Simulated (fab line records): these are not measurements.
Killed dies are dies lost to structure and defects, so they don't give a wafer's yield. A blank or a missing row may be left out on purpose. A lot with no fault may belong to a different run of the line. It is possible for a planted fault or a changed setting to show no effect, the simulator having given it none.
fab line records	flow n5_finfet
record lots=5	wafers=13	last_day=17
route steps=1938 shown BEOL_M0_SAQP@664 BEOL_M0_CUTY@701 BEOL_M4@1111 PASSIVATION@1936
lots that met no fault: taken from a fault-free run of the same line
start_h: hours from the record's opening day to when the first of the lot's shown wafers began	wait_h: hours since the lot's step before	" same as the row above	L1.1+2: one row covering several wafers at once	- either no value or no given start	* or withheld: withheld	< > ~ a bound
route shown NAME@n: names a module that has steps shown in the file, with the first one's number in the route	usual: average and standard deviation across the fault-free wafers	same: alike in all rows	chamber/n: place in a boat	sites: the reading at each site	_std_site: the values' standard deviation	_edge_site: mean of outer sites minus mean of inner sites	radius_mm: how far each site lies from the wafer's centre	mask NAME#n: copy n	behind: the last tool/chamber to shape the wafer	hold: why the lot was held/for how many hours/how that ended	device: names the non-switching transistor (n, p or np)	end of line: at the end of the route, the tests of the same wafers	for a step that has no rows: nothing shown but its recipe	killed: dies lost to structure and defects at the first sort, not the wafer's yield	map: shows each die of a wafer: x if killed, . if not, _ if none is there
set.NAME: the setting that was run; set.NAME@STEP: the one run at that earlier step	model.NAME: the simulator's own value behind a step, which no gauge read
certain route steps with their lots: each step a table, each wafer a row
services: the hour from which a tool's chamber was out of use, counted from the record's first day as start_h (under 0 if before that day), plus the number of hours and why
## steps
# step N5_BEOL_M0_SAQP_SPACER1_ETCHBACK_99
# recipe chemistry=CHF3/O2	mode=anisotropic_etchback	target=SiO2	target_depth_a=154	time_s=7.7	pressure_mtorr=30	source_w=650	bias_w=170	Ar_flow_sccm=200	CHF3_flow_sccm=50	O2_flow_sccm=5	ion_energy_ev=200
# step N5_BEOL_M0_SAQP_MANDREL1_REMOVE_100
# recipe chemistry=HBr/Cl2/O2	bt_time_s=10	target=a-Si	stop_on=SiNx	endpoint=OES-SiCl	over_etch_frac=0.85	icp_w=600	bias_w=30	HBr_flow_sccm=150	Cl2_flow_sccm=80	O2_flow_sccm=5	pressure_mtorr=10
# step N5_BEOL_M0_SAQP_ETCH_101
# recipe chemistry=CH3F/O2	target=SiNx	mask_material=SiO2	target_depth_a=299	time_s=42.7	pressure_mtorr=30	source_w=395	bias_w=73	Ar_flow_sccm=150	CH3F_flow_sccm=30	O2_flow_sccm=20	ion_energy_ev=120
# step N5_BEOL_M0_SAQP_ETCH_102
# recipe chemistry=CF4	target=SiO2	target_depth_a=40	ion_energy_ev=350	time_s=4.4	pressure_mtorr=10	icp_w=800	bias_w=400	cf4_flow_sccm=80
# step N5_BEOL_M0_SAQP_MANDREL_ETCH_103
# recipe chemistry=HBr/Cl2	target=a-Si	target_depth_a=450	bt_time_s=10	stop_on=SiCN	mask_material=SiO2	over_etch_frac=0.8	time_s=27	pressure_mtorr=10	icp_w=800	bias_w=75	HBr_flow_sccm=150	Cl2_flow_sccm=80	ends=end_point
# step N5_BEOL_M0_SAQP_RECESS_104
# recipe chemistry=HF/NH3	target=SiO2	target_depth_a=180	afs_cycles=3	temp_c=30	sublimation_temp_c=180	sublimation_time_s=60
# step N5_BEOL_M0_SAQP_COAT_105
# recipe resist=SOC	temp_c=250	time_s=60	spin_rpm=1500	resist_thk_nm=100
# step N5_BEOL_M0_SAQP_ETCH_106
# recipe chemistry=N2/H2	target=SOC	target_depth_a=1500	stop_on=SiNx	ion_energy_ev=100	bias_w=61	pressure_mtorr=30	source_w=850	n2_flow_sccm=200	h2_flow_sccm=200
# step N5_BEOL_M0_SAQP_ETCH_107
# recipe chemistry=CH3F/O2	target=SiNx	target_depth_a=300	mask_material=SOC	pressure_mtorr=30	source_w=395	bias_w=73	Ar_flow_sccm=150	CH3F_flow_sccm=30	O2_flow_sccm=20	ion_energy_ev=120
# step N5_BEOL_M0_SAQP_STRIP_108
# recipe chemistry=N2/H2	power_w=500	temp_c=40	pressure_mtorr=50	rf_frequency_hz=6e+07	overash_fraction=0.3	bias_power_w=28	h2_frac=0.5	n2_flow_sccm=300	h2_flow_sccm=300
# step N5_BEOL_M0_SAQP_RECESS_109
# recipe chemistry=HF/NH3	target=SiO2	target_depth_a=30	afs_cycles=1	temp_c=30	sublimation_temp_c=180	sublimation_time_s=60
# step N5_BEOL_M0_SAQP_SPACER2_ALD_26
# recipe material=SiO2	target_thk_a=150	temp_c=300	ald_precursor_family=BDEAS	ald_co_reactant=O2-plasma	pulse_time_s=1	purge_time_s=2	co_reactant_purge_time_s=2	pressure_torr=2
# usual heater_power_w=476/44	precursor_pulse_height_rel=0.998/0.02
lot.wafer	tool	chamber	start_h	wait_h	heater_power_w	precursor_pulse_height_rel	model.SiO2_of_BEOL_M0_SAQP_SPACER2_ALD_26.thk_nm
L573.1	ald_sin-03	3	167.99	0.1	523	1.018	15
L573.2	"	2	"	"	432	1.004	15
L573.6	"	3	"	"	525	1.012	15
L575.1	ald_sin-03	3	178.23	0.2	529	0.976	19.6
L575.3	"	1	"	"	513	0.971	14.8
L575.6	"	0	"	"	452	0.962	19.6
L576.5	ald_sin-03	3	180.87	0.3	503	0.990	15
L576.6	"	0	"	"	468	0.977	19.6
L577.5	ald_sin-03	2	187.66	0.3	431	1.013	15
L577.6	"	3	"	"	532	0.985	19.6
L585.2	ald_sin-01	0	240.63	0.2	417	0.979	15
L585.3	"	2	"	"	471	0.978	15
L585.6	"	2	"	"	473	0.988	15
# step N5_BEOL_M0_SAQP_SPACER2_ETCHBACK_27
# recipe chemistry=CHF3/O2	mode=anisotropic_etchback	target=SiO2	target_depth_a=225	time_s=11.25	pressure_mtorr=30	source_w=650	bias_w=170	Ar_flow_sccm=200	CHF3_flow_sccm=50	O2_flow_sccm=5	ion_energy_ev=200
# step N5_BEOL_M0_SAQP_MANDREL2_REMOVE_110
# recipe chemistry=HBr/Cl2/O2	bt_time_s=10	target=a-Si	stop_on=SiCN	endpoint=OES-SiCl	over_etch_frac=1	icp_w=600	bias_w=30	HBr_flow_sccm=150	Cl2_flow_sccm=80	O2_flow_sccm=5	pressure_mtorr=10
# usual O2_flow_sccm=4.997/0.014	bias_w=29.99/0.083	drypump_motor_current_A=5.7/0.49	oes_product_au=0.994/0.013	throttle_valve_pct=36.72/0.24
lot.wafer	tool	chamber	start_h	wait_h	O2_flow_sccm	bias_w	drypump_motor_current_A	oes_product_au	rf_hours_counter_h	throttle_valve_pct	model.BEOL_M0_SAQP.cd_nm	model.SiO2_of_BEOL_M0_SAQP_SPACER2_ALD_26.thk_nm
L573.1	rie_si-03	0	168.62	0.1	4.987	30.04	4.9	0.996	81	36.66	15	10.6
L573.2	"	3	"	"	4.996	30.06	5.9	1.005	159	36.50	15	10.6
L573.6	"	3	"	"	5.004	30.02	5.8	1.011	-	36.52	14.8	10.6
L575.1	rie_si-04	1	179.03	0.1	4.995	29.93	4.8	0.978	113	36.87	19.6	15.2
L575.3	"	0	"	"	4.975	30.06	5.5	0.996	7	36.49	14.8	10.4
L575.6	"	1	"	"	4.997	29.98	4.8	0.977	-	36.86	19.4	15.2
L576.5	rie_si-03	0	181.28	0.1	4.987	29.92	4.9	1.000	-	36.65	15	10.6
L576.6	"	3	"	"	5.011	30.00	5.8	1.004	-	36.52	19.4	15.2
L577.5	rie_si-05	1	188.07	0.1	4.987	29.94	6.3	0.997	-	36.93	15	10.6
L577.6	"	2	"	"	4.955	30.02	6.1	1.016	-	36.86	19.6	15.2
L585.2	rie_si-03	2	241.31	0.1	4.986	29.98	5.8	0.999	38	37.15	15	10.6
L585.3	"	3	"	"	4.986	30.05	5.9	1.005	160	36.53	15	10.6
L585.6	"	2	"	"	4.968	30.03	5.8	0.997	-	37.16	15	10.6
# step N5_BEOL_M0_SAQP_CD_MEAS_29
# recipe target_cd_nm=14.4	landing_energy_ev=1000	detector=se_inlens
# usual cd_nm=14.97/0.22
lot.wafer	tool	chamber	start_h	wait_h	cd_nm
L573.1	cd_sem-02	0	168.73	0.1	14.83
L573.2	"	0	"	"	15.16
L573.6	"	0	"	"	14.71
L575.1	cd_sem-02	0	179.14	0.1	19.27
L575.3	"	0	"	"	15.08
L575.6	"	0	"	"	19.16
L576.5	cd_sem-02	0	181.36	0.0	15.00
L576.6	"	0	"	"	19.85
L577.5	cd_sem-03	0	188.15	0.0	15.08
L577.6	"	0	"	"	19.69
L585.2	cd_sem-02	0	241.42	0.1	15.08
L585.3	"	0	"	"	15.24
L585.6	"	0	"	"	15.34
# step N5_BEOL_M0_SAQP_COAT_69
# recipe resist=SOC	temp_c=250	time_s=60	spin_rpm=1500	resist_thk_nm=90
# step N5_BEOL_M0_SAQP_COAT_72
# recipe resist=SiARC	temp_c=220	time_s=60	spin_rpm=1500	resist_thk_nm=15
# step N5_BEOL_M0_SAQP_COAT_87
# recipe resist=underlayer	temp_c=205	time_s=60	spin_rpm=1500	resist_thk_nm=5
# step N5_BEOL_M0_SAQP_COAT_34
# recipe resist=CAR-EUV	spin_rpm=1500	resist_thk_nm=30
# step N5_BEOL_M0_SAQP_EBR_36
# recipe solvent=PGMEA	ebr_width_mm=1.5
# step N5_BEOL_M0_SAQP_SOFTBAKE_35
# recipe temp_c=110	time_s=60	resist=CAR-EUV
# step N5_BEOL_M0_SAQP_EXPOSE_37
# recipe mask_id=M0_CUT1	na=0.33	source_shape=annular	sigma_inner=0.35	sigma_outer=0.8	polarization=unpolarized	target_cd_nm=30	dose_mj=44.75
# step N5_BEOL_M0_SAQP_PEB_38
# recipe peb_temp_c=100	peb_time_s=60	resist=CAR-EUV
# step N5_BEOL_M0_SAQP_DEVELOP_39
# recipe develop_time_s=30	developer=TMAH	resist=CAR-EUV	rinse_liquid=surfactant_rinse	dry=air_spin	dev_temp_c=23
# step N5_BEOL_M0_SAQP_DESCUM_45
# recipe chemistry=O2	time_s=7	source_power_w=50	bias_power_w=20	pressure_mtorr=20	rf_frequency_hz=2.712e+07	temp_c=40	resist=CAR-EUV	o2_flow_sccm=225
# step N5_BEOL_M0_SAQP_ETCH_88
# recipe chemistry=N2/H2	target=underlayer	target_depth_a=65	time_s=5.2	ion_energy_ev=200	mask_material=CAR-EUV	pressure_mtorr=30	source_w=840	bias_w=150	n2_flow_sccm=200	h2_flow_sccm=200	ends=cleared
# step N5_BEOL_M0_SAQP_ETCH_73
# recipe chemistry=CF4	target=SiARC	target_depth_a=195	mask_material=CAR-EUV	time_s=32.5	ion_energy_ev=80	pressure_mtorr=40	source_w=545	bias_w=36	Ar_flow_sccm=100	cf4_flow_sccm=100	ends=cleared
# step N5_BEOL_M0_SAQP_CUT_ETCH_46
# recipe chemistry=N2/H2	target=SOC	target_depth_a=1350	overetch_a=270	temp_c=40	time_s=202.5	ion_energy_ev=200	mask_material=SiARC	pressure_mtorr=30	source_w=840	bias_w=150	n2_flow_sccm=200	h2_flow_sccm=200
# step N5_BEOL_M0_SAQP_STRIP_74
# recipe chemistry=N2/H2	temp_c=40	n2_flow_sccm=200	h2_flow_sccm=200	rf_frequency_hz=6e+07
# step N5_BEOL_M0_SAQP_STRIP_89
# recipe chemistry=N2/H2	temp_c=40	n2_flow_sccm=200	h2_flow_sccm=200	rf_frequency_hz=6e+07
# step N5_BEOL_M0_SAQP_ALD_48
# recipe material=SiO2	target_thk_a=200	temp_c=100	ald_precursor_family=BDEAS	ald_co_reactant=O2-plasma	pulse_time_s=1	co_reactant_pulse_time_s=1	purge_time_s=2	co_reactant_purge_time_s=2	ald_cycles=139	pressure_torr=2
# step N5_BEOL_M0_SAQP_ETCH_49
# recipe chemistry=CF4/O2	target_depth_a=370	target=SiO2	pressure_mtorr=40	source_w=535	bias_w=49	Ar_flow_sccm=100	cf4_flow_sccm=100	O2_flow_sccm=10	ion_energy_ev=100
# step N5_BEOL_M0_SAQP_STRIP_75
# recipe chemistry=CF4	resist=SiARC	power_w=300	bias_power_w=75	pressure_mtorr=50	cf4_flow_sccm=150	rf_frequency_hz=6e+07
# step N5_BEOL_M0_CUTY_COAT_50
# recipe resist=SiARC	temp_c=220	time_s=60	spin_rpm=1500	resist_thk_nm=15
# step N5_BEOL_M0_CUTY_COAT_51
# recipe resist=CAR-ArF-block	spin_rpm=1500	resist_thk_nm=150
# step N5_BEOL_M0_CUTY_EBR_52
# recipe solvent=PGMEA	ebr_width_mm=1.5
# step N5_BEOL_M0_CUTY_SOFTBAKE_53
# recipe temp_c=110	time_s=60	resist=CAR-ArF-block
# step N5_BEOL_M0_CUTY_EXPOSE_54
# recipe mask_id=M0_ABLK	na=1.35	source_shape=conventional	sigma_outer=0.8	polarization=unpolarized	dose_mj=36
# step N5_BEOL_M4_RC_MEAS_101
# usual DIBL_N=35.9/1.3	DIBL_P=35.9/1.6	IOFF_N=0.156/0.022	IOFF_P=0.205/0.023	ION_N=675/9	ION_P=463/5.6	SS_N=71.4/0.57	SS_P=73.1/0.52	VT_N=249.7/2.8	VT_P=-250.2/2.5
lot.wafer	tool	chamber	start_h	wait_h	DIBL_N[mV/V]	DIBL_P[mV/V]	IOFF_N[nA/um]	IOFF_P[nA/um]	ION_N[uA/um]	ION_P[uA/um]	SS_N[mV/dec]	SS_P[mV/dec]	VT_N[mV]	VT_P[mV]
L573.1	prober-01	0	225.57	0.0	37.9	37.4	0.188	0.236	692	469	71.6	73.8	248.8	-246.2
L573.2	"	0	"	"	35.0	34.0	0.141	0.190	678	467	70.9	72.8	251.5	-251.7
L573.6	"	0	"	"	35.1	34.1	0.135	0.189	668	458	70.7	73.1	251.8	-250.8
L575.3	prober-01	0	229.82	0.3	34.8	34.2	0.141	0.179	669	465	70.8	73.2	248.4	-251.7
L576.5	prober-02	0	233.59	0.6	37.5	37.5	0.188	0.251	693	467	71.5	73.6	245.9	-246.2
L577.5	prober-02	0	236.52	0.6	35.9	35.3	0.160	0.226	675	469	72.8	72.4	250.4	-247.3
L585.2	prober-02	0	293.60	0.2	37.3	37.5	0.163	0.212	674	463	71.9	74.0	247.9	-250.3
L585.3	"	0	"	"	35.7	34.9	0.136	0.186	664	460	71.4	72.8	254.4	-251.4
L585.6	"	0	"	"	37.6	37.6	0.170	0.212	677	460	72.2	74.1	249.2	-249.7
# step N5_PASSIVATION_PROBE_49
# usual defect_limited_yield=91.3/1.4	killed_at_M0_to_M3=35/11	killed_at_M4_up=14/5.4	killed_at_contacts=12/6.2	killed_at_front_end=38/11	killed_at_other=4.1/2.8	killed_dies=103/17	killed_on_rim=13/4	killed_open=66/13	killed_short=34/8.2	sort_bin_5_function=5.1/0.89	sort_bin_6_memory=3.3/0.72	sort_n_pass=1077/17	sort_yield_pct=91.3/1.4
# same gross_dies=1180	killed_at_back_side=0	sort_bin_4_leakage[%]=0	sort_bin_8_speed[%]=0
lot.wafer	tool	chamber	start_h	wait_h	defect_limited_yield[%]	killed_at_M0_to_M3	killed_at_M4_up	killed_at_contacts	killed_at_front_end	killed_at_other	killed_dies	killed_on_rim	killed_open	killed_short	sort_bin_5_function[%]	sort_bin_6_memory[%]	sort_n_pass	sort_yield_pct[%]
L576.6	prober-02	-	339.66	0.3	0	1106	16	18	36	4	1180	152	64	59	95.8	3.5	0	0
L575.1	prober-01	-	342.67	0.0	0	1109	16	6	48	1	1180	152	71	40	96.6	3.2	0	0
L575.6	prober-01	-	342.92	0.3	0	1107	19	8	41	5	1180	152	68	46	95.3	4.2	0	0
L577.6	prober-02	-	346.22	0.3	0	1117	16	7	36	4	1180	152	53	29	97.1	2.6	0	0
# killed by level:class
L576.6 BEOL_M0_SAQP:area_ald=1057 BEOL_M0_SAQP:geometric_particle:short=12 BEOL_M2:geometric_particle:open=12 MOL_CONTACT_COAG:geometric_particle:open=11 BEOL_M1:geometric_particle:short=11 BEOL_M4:geometric_particle:short=11 FIN_SAQP:geometric_particle:short=9 BEOL_M0_SAQP:geometric_particle:open=8
L575.1 BEOL_M0_SAQP:area_ald=1068 BEOL_M0_SAQP:geometric_particle:short=16 STI_FIN_REVEAL:geometric_particle:open=11 FIN_SAQP:geometric_particle:short=10 BEOL_M0_SAQP:geometric_particle:open=9 BEOL_M4:geometric_particle:open=9 FIN_SAQP:geometric_particle:open=8 GATE_CUT:geometric_particle:open=6
L575.6 BEOL_M0_SAQP:area_ald=1064 BEOL_M0_SAQP:geometric_particle:open=17 FIN_SAQP:geometric_particle:short=13 BEOL_M0_SAQP:geometric_particle:short=10 BEOL_M2:geometric_particle:open=8 BEOL_M4:geometric_particle:open=7 STI_FIN_REVEAL:geometric_particle:open=6 GATE_CUT:geometric_particle:short=6
L577.6 BEOL_M0_SAQP:area_ald=1097 BEOL_M0_SAQP:geometric_particle:open=8 FIN_SAQP:geometric_particle:short=7 STI_FIN_REVEAL:geometric_particle:open=6 MOL_CONTACT_COAG:geometric_particle:open=6 BEOL_M0_SAQP:geometric_particle:short=5 STARTING-WAFER:geometric_particle:open=5 FIN_SAQP:geometric_particle:open=4
# map L575.1 (x killed, . not)
_________________xxxxxxxxxxxx________________
______________xxxxxxxxxxxxxxxxxx_____________
___________xxxxxxxxxxxxxxxxxxxxxxxx__________
__________xxxxxxxxxxxxxxxxxxxxxxxxxx_________
________xxxxxxxxxxxxxxxxxxxxxxxxxxxxxx_______
_______xxxxxxxxxxxxxxxxxxxxxxxxxxxxxxxx______
______xxxxxxxxxxxxxxxxxxxxxxxxxxxxxxxxxx_____
_____xxxxxxxxxxxxxxxxxxxxxxxxxxxxxxxxxxxx____
____xxxxxxxxxxxxxxxxxxxxxxxxxxxxxxxxxxxxxx___
___xxxxxxxxxxxxxxxxxxxxxxxxxxxxxxxxxxxxxxxx__
___xxxxxxxxxxxxxxxxxxxxxxxxxxxxxxxxxxxxxxxx__
__xxxxxxxxxxxxxxxxxxxxxxxxxxxxxxxxxxxxxxxxxx_
__xxxxxxxxxxxxxxxxxxxxxxxxxxxxxxxxxxxxxxxxxx_
_xxxxxxxxxxxxxxxxxxxxxxxxxxxxxxxxxxxxxxxxxxxx
_xxxxxxxxxxxxxxxxxxxxxxxxxxxxxxxxxxxxxxxxxxxx
_xxxxxxxxxxxxxxxxxxxxxxxxxxxxxxxxxxxxxxxxxxxx
_xxxxxxxxxxxxxxxxxxxxxxxxxxxxxxxxxxxxxxxxxxxx
_xxxxxxxxxxxxxxxxxxxxxxxxxxxxxxxxxxxxxxxxxxxx
_xxxxxxxxxxxxxxxxxxxxxxxxxxxxxxxxxxxxxxxxxxxx
_xxxxxxxxxxxxxxxxxxxxxxxxxxxxxxxxxxxxxxxxxxxx
_xxxxxxxxxxxxxxxxxxxxxxxxxxxxxxxxxxxxxxxxxxxx
__xxxxxxxxxxxxxxxxxxxxxxxxxxxxxxxxxxxxxxxxxx_
__xxxxxxxxxxxxxxxxxxxxxxxxxxxxxxxxxxxxxxxxxx_
___xxxxxxxxxxxxxxxxxxxxxxxxxxxxxxxxxxxxxxxx__
___xxxxxxxxxxxxxxxxxxxxxxxxxxxxxxxxxxxxxxxx__
____xxxxxxxxxxxxxxxxxxxxxxxxxxxxxxxxxxxxxx___
_____xxxxxxxxxxxxxxxxxxxxxxxxxxxxxxxxxxxx____
______xxxxxxxxxxxxxxxxxxxxxxxxxxxxxxxxxx_____
_______xxxxxxxxxxxxxxxxxxxxxxxxxxxxxxxx______
________xxxxxxxxxxxxxxxxxxxxxxxxxxxxxx_______
__________xxxxxxxxxxxxxxxxxxxxxxxxxx_________
___________xxxxxxxxxxxxxxxxxxxxxxxx__________
______________xxxxxxxxxxxxxxxxxx_____________
_________________xxxxxxxxxxxx________________
# map L576.6 (x killed, . not)
_________________xxxxxxxxxxxx________________
______________xxxxxxxxxxxxxxxxxx_____________
___________xxxxxxxxxxxxxxxxxxxxxxxx__________
__________xxxxxxxxxxxxxxxxxxxxxxxxxx_________
________xxxxxxxxxxxxxxxxxxxxxxxxxxxxxx_______
_______xxxxxxxxxxxxxxxxxxxxxxxxxxxxxxxx______
______xxxxxxxxxxxxxxxxxxxxxxxxxxxxxxxxxx_____
_____xxxxxxxxxxxxxxxxxxxxxxxxxxxxxxxxxxxx____
____xxxxxxxxxxxxxxxxxxxxxxxxxxxxxxxxxxxxxx___
___xxxxxxxxxxxxxxxxxxxxxxxxxxxxxxxxxxxxxxxx__
___xxxxxxxxxxxxxxxxxxxxxxxxxxxxxxxxxxxxxxxx__
__xxxxxxxxxxxxxxxxxxxxxxxxxxxxxxxxxxxxxxxxxx_
__xxxxxxxxxxxxxxxxxxxxxxxxxxxxxxxxxxxxxxxxxx_
_xxxxxxxxxxxxxxxxxxxxxxxxxxxxxxxxxxxxxxxxxxxx
_xxxxxxxxxxxxxxxxxxxxxxxxxxxxxxxxxxxxxxxxxxxx
_xxxxxxxxxxxxxxxxxxxxxxxxxxxxxxxxxxxxxxxxxxxx
_xxxxxxxxxxxxxxxxxxxxxxxxxxxxxxxxxxxxxxxxxxxx
_xxxxxxxxxxxxxxxxxxxxxxxxxxxxxxxxxxxxxxxxxxxx
_xxxxxxxxxxxxxxxxxxxxxxxxxxxxxxxxxxxxxxxxxxxx
_xxxxxxxxxxxxxxxxxxxxxxxxxxxxxxxxxxxxxxxxxxxx
_xxxxxxxxxxxxxxxxxxxxxxxxxxxxxxxxxxxxxxxxxxxx
__xxxxxxxxxxxxxxxxxxxxxxxxxxxxxxxxxxxxxxxxxx_
__xxxxxxxxxxxxxxxxxxxxxxxxxxxxxxxxxxxxxxxxxx_
___xxxxxxxxxxxxxxxxxxxxxxxxxxxxxxxxxxxxxxxx__
___xxxxxxxxxxxxxxxxxxxxxxxxxxxxxxxxxxxxxxxx__
____xxxxxxxxxxxxxxxxxxxxxxxxxxxxxxxxxxxxxx___
_____xxxxxxxxxxxxxxxxxxxxxxxxxxxxxxxxxxxx____
______xxxxxxxxxxxxxxxxxxxxxxxxxxxxxxxxxx_____
_______xxxxxxxxxxxxxxxxxxxxxxxxxxxxxxxx______
________xxxxxxxxxxxxxxxxxxxxxxxxxxxxxx_______
__________xxxxxxxxxxxxxxxxxxxxxxxxxx_________
___________xxxxxxxxxxxxxxxxxxxxxxxx__________
______________xxxxxxxxxxxxxxxxxx_____________
_________________xxxxxxxxxxxx________________
## services
tool	chamber	start_h	hours	kind
rie_si-05	2	144.24	-	clean
rie_si-05	2	144.24	-	consumable_replace:esc
rie_si-05	2	144.24	19.6	scheduled_down
rie_si-03	2	145.46	1.2	repair
rie_si-04	2	158.26	-	clean
rie_si-04	2	158.26	13.7	scheduled_down
rie_si-04	2	158.26	13.7	vent_cycle
ald_sin-01	-	164.75	6.0	pm
rie_si-05	0	170.73	16.1	repair
ald_sin-01	-	179.13	14.0	pm
ald_sin-01	0	179.13	14.0	vent_cycle
ald_sin-01	1	179.13	14.0	vent_cycle
ald_sin-01	2	179.13	14.0	vent_cycle
ald_sin-01	3	179.13	14.0	vent_cycle
rie_si-04	0	180.94	4.3	repair
rie_si-05	3	185.26	9.6	repair
ald_sin-01	0	193.13	-	clean
ald_sin-01	1	193.13	-	clean
ald_sin-01	2	193.13	-	clean
ald_sin-01	3	193.13	-	clean
rie_si-03	-	200.71	0.4	repair
rie_si-03	3	204.75	2.6	repair
ald_sin-01	0	213.63	5.6	repair
ald_sin-03	2	215.76	1.7	repair
## key
first_sign step=N5_BEOL_M0_SAQP_CD_MEAS_29	reading=cd_nm	direction=up	sigmas=21	usual=14.97	struck=19.49
effect step=N5_PASSIVATION_PROBE_49	reading=sort_bin_5_function	direction=up	sigmas=99+	usual=5.1	struck=96.2
model_effect step=N5_BEOL_M0_SAQP_SPACER2_ALD_26	value=SiO2_of_BEOL_M0_SAQP_SPACER2_ALD_26.thk_nm	without=15	struck=19.6
model_effect step=N5_BEOL_M0_SAQP_MANDREL2_REMOVE_110	value=BEOL_M0_SAQP.cd_nm	without=14.9	struck=19.5
more_kills_born_at N5_BEOL_M0_SAQP_SPACER2_ALD_26@ald_sin-03=4286
met_at N5_BEOL_M0_SAQP_SPACER2_ALD_26
struck_wafers L575.1,L575.6,L576.6,L577.6
later_rows_left_out L575.1,L575.6,L576.6,L577.6
onset_between 167.99 178.23
fault kind=process_parameter_drift	tool=ald_sin-03	chamber=-	onset_h=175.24	steps=N5_BEOL_M0_SAQP_SPACER2_ALD_26	channel=target_thk_a	offset=*	shape=step	end_h=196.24	scope=struck_wafers_only	acts_in=*	stated=*
# later_rows_left_out: the simulator's readings of these wafers behind a module that went badly wrong aren't trusted and aren't shown, but for the sort
